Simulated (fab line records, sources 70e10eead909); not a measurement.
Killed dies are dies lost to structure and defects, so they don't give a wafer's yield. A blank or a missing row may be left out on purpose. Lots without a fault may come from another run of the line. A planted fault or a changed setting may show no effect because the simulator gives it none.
fab line records | flow nand_harc
record lots=13 wafers=39 last_day=33
route steps=1302 shown A_ZERO_WELL@405 A_ONON_D1@444 A_CHANNEL_HOLE_D1@474 END@1302
lots that met no fault: from a run of the same line without faults
start_h: hours from the record's first day to the start of the lot's first wafer shown | wait_h: hours since the lot's step before | " the same as in the row above | L1.1+2: a row that stands for several wafers | - no value, or no start given | * or withheld: withheld | < > ~ a bound
route shown NAME@n: a module of which the file shows steps, and the number in the route of the first | usual: mean/standard deviation of fault-free wafers | same: alike in all rows | chamber/n: place in a boat | sites: the reading at each site | _std_site: their standard deviation | _edge_site: outer sites' mean less inner sites' | radius_mm: how far each site lies from the wafer's centre | mask NAME#n: copy n | behind: the tool/chamber that last shaped the wafer | hold: why the lot was held/for how many hours/how that ended | device: the transistor (n, p or np) that didn't switch | end of line: the same wafers' tests at the end of the route | a step without rows: its recipe alone | killed: dies lost to structure and defects at the first sort, not the wafer's yield | map: a wafer's dies, x killed, . not, _ none there
set.NAME: the setting as run; set.NAME@STEP: as run at that earlier step | model.NAME: the simulator's own value behind a step, which no gauge read
steps of the route over a sample of lots; a table a step, a row a wafer
services: from which hour (start_h, from the record's first day; less than 0 if before it) a tool's chamber was out of use, for how many hours, and why
## steps
# step NHARC_A_ZERO_WELL_ETCH_13
# recipe target_depth_a=1200 time_s=40.1 hbr_flow_sccm=150 cl2_flow_sccm=50 rf_w=400 icp_w=400 bias_w=100 chemistry=HBr/Cl2
# usual drypump_motor_current_A=5.6/0.47 oes_product_au=1.001/0.0075 throttle_valve_pct=26.406/0.0094
# columns lot.wafer tool chamber start_h wait_h drypump_motor_current_A oes_product_au rf_hours_counter_h throttle_valve_pct
L115.2 rie_si-03 1 161.34 - 5.6 1.000 0.8 26.414
L115.5 " 3 " " 5.8 0.997 - 26.408
L115.6 " 1 " " 5.6 0.999 - 26.414
L116.4 rie_si-03 3 164.90 - 5.8 1.002 - 26.409
L116.3 " 0 " " 5.1 0.999 - 26.421
L116.5 " 3 " " 5.8 0.999 - 26.396
L117.1 rie_si-01 0 179.16 - 6.3 0.995 0.9 26.401
L117.2 " 1 " " 5.1 1.001 1.0 26.402
L117.4 " 2 " " 5.7 0.992 1.0 26.395
L121.6 rie_si-01 1 223.81 - 5.1 1.006 - 26.400
L121.4 " 2 " " 5.7 1.009 - 26.402
L121.5 " 3 " " 5.5 1.005 - 26.388
L122.2 rie_si-03 2 233.10 - 5.2 1.010 0.0 26.420
L122.5 " 0 " " 5.1 1.015 - 26.418
L122.6 " 1 " " 5.6 0.997 - 26.397
L124.3 rie_si-01 3 246.32 - 5.5 1.002 0.3 26.407
L124.4 " 0 " " 6.4 0.990 0.2 26.403
L124.5 " 3 " " 5.5 0.998 - 26.414
L123.5 rie_si-03 0 246.44 - 5.1 1.011 - 26.422
L123.6 " 2 " " 5.2 1.009 - 26.412
L123.4 " 3 " " 5.8 1.009 - 26.393
L125.2 rie_si-04 3 259.48 - 5.5 0.997 0.5 26.411
L125.5 " 0 " " 6.1 1.000 - 26.423
L125.6 " 1 " " 4.7 0.999 - 26.411
L131.2 rie_si-01 0 316.00 - 6.4 1.005 0.6 26.410
L131.1 " 1 " " 5.1 1.001 0.6 26.411
L131.5 " 3 " " 5.5 0.999 - 26.410
L132.4 rie_si-03 1 329.53 - 5.7 0.994 0.8 26.412
L132.2 " 3 " " 5.8 1.002 0.6 26.416
L132.3 " 0 " " 5.1 1.007 0.8 26.408
L133.4 rie_si-01 1 340.29 - 5.1 1.007 0.7 26.381
L133.2 " 2 " " 5.7 1.003 0.8 26.408
L133.5 " 3 " " 5.5 0.993 - 26.398
L134.4 rie_si-03 1 349.07 - 5.6 0.999 1.0 26.391
L134.2 " 3 " " 5.8 1.003 0.8 26.414
L134.1 " 0 " " 5.1 1.007 1.0 26.422
L136.1 rie_si-04 3 375.90 - 5.5 1.000 0.2 26.394
L136.2 " 0 " " 6.1 1.007 0.2 26.400
L136.5 " 1 " " 4.7 1.010 - 26.407
# step NHARC_A_ONON_D1_DEP_28
# recipe target_thk_a=10000 n2_flow_sccm=2750 n2o_flow_sccm=2000 nh3_flow_sccm=500 sih4_flow_sccm=210 temp_c=400
# columns lot.wafer tool chamber start_h wait_h
L115.2+5+6 pecvd_onon-01 0 197.63 0.1
L116.3+4+5 pecvd_onon-04 0 197.69 0.2
L117.1+2+4 pecvd_onon-02 0 213.76 0.1
L121.4+5+6 pecvd_onon-01 0 261.76 0.2
L122.2+5+6 pecvd_onon-02 0 269.70 0.1
L123.4+5+6 pecvd_onon-01 0 282.31 0.2
L124.3+4+5 pecvd_onon-02 0 282.38 0.2
L125.2+5+6 pecvd_onon-01 0 294.69 0.1
L131.1+2+5 pecvd_onon-02 0 352.22 0.1
L132.2+3+4 pecvd_onon-01 0 364.79 0.1
L133.2+4+5 pecvd_onon-04 0 375.06 0.1
L134.1+2+4 pecvd_onon-01 0 383.56 0.1
L136.1+2+5 pecvd_onon-02 0 413.39 0.1
# step NHARC_A_ONON_D1_INSPECT_32
# usual raw_defect_count=71/27
# columns lot.wafer tool chamber start_h wait_h hold raw_defect_count
L115.2 defect_inspect-01 - 198.61 0.0 - 39
L115.5 " - " " - 69
L115.6 " - " " - 62
L116.3 defect_inspect-02 - 198.62 0.0 - 47
L116.4 " - " " - 20
L116.5 " - " " - 40
L117.1 defect_inspect-02 - 214.83 0.0 - 32
L117.2 " - " " - 45
L117.4 " - " " - 66
L121.4 defect_inspect-02 - 262.65 0.0 await_dispo/0.2h/release 669
L121.5 " - " " await_dispo/0.2h/release 698
L121.6 " - " " await_dispo/0.2h/release 708
L121.4 defect_inspect-02 - 262.82 0.2 - 681
L121.5 " - " " - 697
L121.6 " - " " - 711
L122.2 defect_inspect-02 - 270.75 0.0 - 101
L122.5 " - " " - 66
L122.6 " - " " - 69
L123.4 defect_inspect-02 - 283.18 0.1 await_dispo/0.2h/release 642
L123.5 " - " " await_dispo/0.2h/release 654
L123.6 " - " " await_dispo/0.2h/release 652
L123.4 defect_inspect-02 - 283.35 0.2 - 647
L123.5 " - " " - 652
L123.6 " - " " - 650
L124.3 defect_inspect-02 - 283.33 0.0 - 73
L124.4 " - " " - 90
L124.5 " - " " - 77
L125.2 defect_inspect-01 - 295.69 0.0 await_dispo/0.2h/release 701
L125.5 " - " " await_dispo/0.2h/release 649
L125.6 " - " " await_dispo/0.2h/release 680
L125.2 defect_inspect-01 - 295.87 0.2 - 705
L125.5 " - " " - 633
L125.6 " - " " - 674
L131.1 defect_inspect-01 - 353.30 0.0 - 78
L131.2 " - " " - 58
L131.5 " - " " - 56
L132.2 defect_inspect-02 - 365.78 0.0 - 50
L132.3 " - " " - 63
L132.4 " - " " - 53
L133.2 defect_inspect-02 - 376.04 0.0 - 75
L133.4 " - " " - 109
L133.5 " - " " - 80
L134.1 defect_inspect-02 - 384.61 0.0 - 66
L134.2 " - " " - 133
L134.4 " - " " - 96
L136.1 defect_inspect-01 - 414.44 0.0 - 51
L136.2 " - " " - 92
L136.5 " - " " - 57
# step NHARC_A_CHANNEL_HOLE_D1_ETCH_22
# recipe bias_v=3000 source_w=withheld pressure_mtorr=20 time_s=666.7 ar_flow_sccm=375 c4f8_flow_sccm=89.3 o2_flow_sccm=35.7 temp_c=-20 target_depth_a=16000 chemistry=C4F8/O2/Ar
# usual drypump_motor_current_A=5.96/0.25 showerhead_plenum_p_Torr=3.60/0.12 throttle_valve_pct=32.154/0.009
# columns lot.wafer tool chamber start_h wait_h drypump_motor_current_A rf_hours_counter_h showerhead_plenum_p_Torr throttle_valve_pct
L115.2 har_etch-01 1 207.70 0.4 5.88 104 3.56 32.140
L115.5 " 1 " " 5.86 - 3.56 32.150
L115.6 " 0 " " 5.79 - 3.73 32.136
L116.3 har_etch-01 0 212.07 0.4 5.85 - 3.73 32.156
L116.4 " 1 " " 5.87 - 3.56 32.147
L116.5 " 1 " " 5.85 - 3.56 32.157
L117.2 har_etch-01 1 219.78 0.4 5.87 112 3.55 32.153
L117.1 " 0 " " 5.84 112 3.73 32.166
L117.4 " 1 " " 5.87 - 3.56 32.144
L122.2 har_etch-01 1 277.79 0.4 5.87 146 3.54 32.162
L122.6 " 1 " " 5.86 - 3.54 32.162
L122.5 " 0 " " 5.82 - 3.71 32.152
L124.4 har_etch-02 0 290.84 0.4 5.88 - 3.73 32.148
L124.3 " 1 " " 6.53 - 3.41 32.144
L124.5 " 1 " " 6.49 - 3.42 32.146
L131.1 har_etch-02 1 360.46 0.4 6.53 386 3.39 32.161
L131.2 " 0 " " 5.84 409 3.70 32.172
L131.5 " 1 " " 6.55 - 3.39 32.144
L132.2 har_etch-01 1 370.66 0.4 5.85 203 3.51 32.158
L132.3 " 1 " " 5.86 - 3.51 32.173
L132.4 " 0 " " 5.85 - 3.68 32.165
L133.2 har_etch-01 0 385.78 0.4 5.84 207 3.68 32.140
L133.4 " 1 " " 5.84 - 3.51 32.157
L133.5 " 1 " " 5.87 - 3.50 32.152
L134.2 har_etch-01 1 398.13 0.4 5.88 219 3.50 32.151
L134.1 " 0 " " 5.83 219 3.67 32.148
L134.4 " 0 " " 5.82 - 3.67 32.160
L136.2 har_etch-01 0 424.18 0.4 5.81 238 3.66 32.152
L136.1 " 1 " " 5.88 238 3.49 32.141
L136.5 " 1 " " 5.86 - 3.49 32.167
# step NHARC_A_CHANNEL_HOLE_D1_ETCH_25
# recipe bias_v=5000 source_w=withheld pressure_mtorr=20 time_s=1040.2 ar_flow_sccm=375 c4f8_flow_sccm=93.8 o2_flow_sccm=31.2 temp_c=-20 target_depth_a=15000 chemistry=C4F8/O2/Ar
# usual drypump_motor_current_A=5.96/0.25 showerhead_plenum_p_Torr=3.60/0.12 throttle_valve_pct=32.234/0.0091
# columns lot.wafer tool chamber start_h wait_h drypump_motor_current_A rf_hours_counter_h showerhead_plenum_p_Torr throttle_valve_pct
L115.2 har_etch-01 1 209.75 0.6 5.87 106 3.55 32.205
L115.5 " 1 " " 5.88 - 3.55 32.226
L115.6 " 0 " " 5.84 - 3.73 32.230
L116.3 har_etch-01 0 214.21 0.7 5.82 - 3.72 32.232
L116.4 " 1 " " 5.87 - 3.55 32.241
L116.5 " 1 " " 5.87 - 3.55 32.228
L117.2 har_etch-01 1 221.82 0.6 5.85 114 3.55 32.237
L117.1 " 0 " " 5.83 114 3.72 32.244
L117.4 " 1 " " 5.84 - 3.55 32.234
L122.2 har_etch-01 1 279.82 0.6 5.87 148 3.53 32.231
L122.6 " 1 " " 5.87 - 3.53 32.229
L122.5 " 0 " " 5.84 - 3.70 32.234
L124.4 har_etch-02 0 292.98 0.7 5.90 - 3.72 32.220
L124.3 " 1 " " 6.52 - 3.41 32.240
L124.5 " 1 " " 6.51 - 3.41 32.238
L131.1 har_etch-02 1 362.47 0.6 6.53 388 3.39 32.239
L131.2 " 0 " " 5.89 411 3.70 32.242
L131.5 " 1 " " 6.50 - 3.39 32.231
L132.2 har_etch-01 1 372.65 0.6 5.88 205 3.50 32.234
L132.3 " 1 " " 5.86 - 3.50 32.244
L132.4 " 0 " " 5.83 - 3.67 32.233
L133.2 har_etch-01 0 387.84 0.6 5.81 209 3.67 32.221
L133.4 " 1 " " 5.88 - 3.50 32.244
L133.5 " 1 " " 5.87 - 3.50 32.244
L134.2 har_etch-01 1 400.16 0.6 5.87 221 3.49 32.244
L134.1 " 0 " " 5.82 221 3.66 32.233
L134.4 " 0 " " 5.83 - 3.66 32.236
L136.2 har_etch-01 0 426.20 0.6 5.83 240 3.65 32.247
L136.1 " 1 " " 5.86 240 3.48 32.237
L136.5 " 1 " " 5.87 - 3.48 32.217
# step NHARC_END_SORT_01
# recipe temp_c=25
# usual defect_limited_yield=90.7/2.6 killed_at_array=59/17 killed_at_other=0.7/0.9 killed_at_periphery=3.6/2.3 killed_dies=63/18 killed_open=3.4/1.9 killed_short=2.6/1.7
# same gross_dies=677
# columns lot.wafer tool chamber start_h wait_h defect_limited_yield[%] killed_at_array killed_at_other killed_at_periphery killed_dies killed_open killed_short
L124.4 prober-01 0 685.10 3.4 90.7 59 0 4 63 5 4
L131.2 prober-01 0 753.01 2.8 93.9 39 0 2 41 2 1
L131.5 prober-01 0 755.40 3.7 91.1 56 2 2 60 6 6
# killed by level:class
L124.4 A_CHANNEL_HOLE_D1:chamber_film_flake=35 A_CONTACT:chamber_film_flake=11 A_ONON_D1:geometric_particle:open=2 A_M0:geometric_particle:short=2 A_ZERO_WELL:chamber_film_flake=2 A_STAIRCASE:chamber_film_flake=2 P_GATE:geometric_particle:open=1 P_CONTACT:geometric_particle:open=1
L131.2 A_CHANNEL_HOLE_D1:chamber_film_flake=24 A_SLIT:chamber_film_flake=6 A_CONTACT:chamber_film_flake=5 A_CHANNEL_FILL_D1:chamber_film_flake=2 P_GATE:geometric_particle:short=1 P_CONTACT:geometric_particle:open=1 A_CHANNEL_FILL_D2:geometric_particle:open=1 A_ZERO_WELL:chamber_film_flake=1
L131.5 A_CHANNEL_HOLE_D1:chamber_film_flake=36 A_CONTACT:chamber_film_flake=4 A_SLIT:chamber_film_flake=3 A_ONON_D2:geometric_particle:short=2 A_CHANNEL_FILL_D2:geometric_particle:open=2 THIN_TSV:chamber_film_flake=2 P_CONTACT:geometric_particle:open=1 A_SOURCE_PLATE:geometric_particle:short=1
## services
# columns tool chamber start_h hours kind
rie_si-03 2 151.95 41.7 repair
rie_si-03 1 162.50 3.4 repair
rie_si-04 - 165.00 9.0 pm
pecvd_onon-02 - 185.00 13.0 pm
rie_si-01 - 193.00 9.0 pm
rie_si-01 1 202.86 17.4 repair
rie_si-01 0 216.23 11.3 repair
rie_si-03 - 221.00 9.0 pm
rie_si-03 1 242.95 8.6 repair
rie_si-01 0 256.16 5.2 repair
rie_si-03 - 259.11 0.3 repair
rie_si-03 2 262.64 1.4 repair
pecvd_onon-01 - 269.00 13.0 pm
pecvd_onon-04 - 304.04 0.3 repair
pecvd_onon-04 - 311.10 13.0 pm
rie_si-01 0 312.99 2.7 repair
rie_si-01 2 336.09 3.6 repair
rie_si-04 - 342.00 9.0 pm
pecvd_onon-02 - 366.31 13.0 pm
rie_si-01 - 370.00 9.0 pm
har_etch-01 - 377.65 4.9 repair
har_etch-02 - 387.28 17.0 pm
rie_si-03 - 398.00 9.0 pm
har_etch-02 - 414.25 12.5 repair
## key
first_sign step=NHARC_A_ONON_D1_INSPECT_32 reading=visit direction=added
effect step=NHARC_A_ONON_D1_INSPECT_32 reading=raw_defect_count direction=up sigmas=22 usual=71 struck=673
met_at NHARC_A_ONON_D1_DEP_28
struck_lots L121,L123,L125
scrapped_behind NHARC_A_CHANNEL_HOLE_D1_INSPECT_12 L121.4,L121.5,L121.6,L123.4,L123.5,L123.6,L125.2,L125.5,L125.6
not_acting_at NHARC_A_ZERO_WELL_ETCH_13,NHARC_A_CHANNEL_HOLE_D1_ETCH_22,NHARC_A_CHANNEL_HOLE_D1_ETCH_25
onset_between 197.63 261.76
fault kind=chamber_particle_source tool=pecvd_onon-01 chamber=- onset_h=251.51 steps=NHARC_A_ONON_D1_DEP_28 rate_per_visit_cm2=0.95231 end_h=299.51
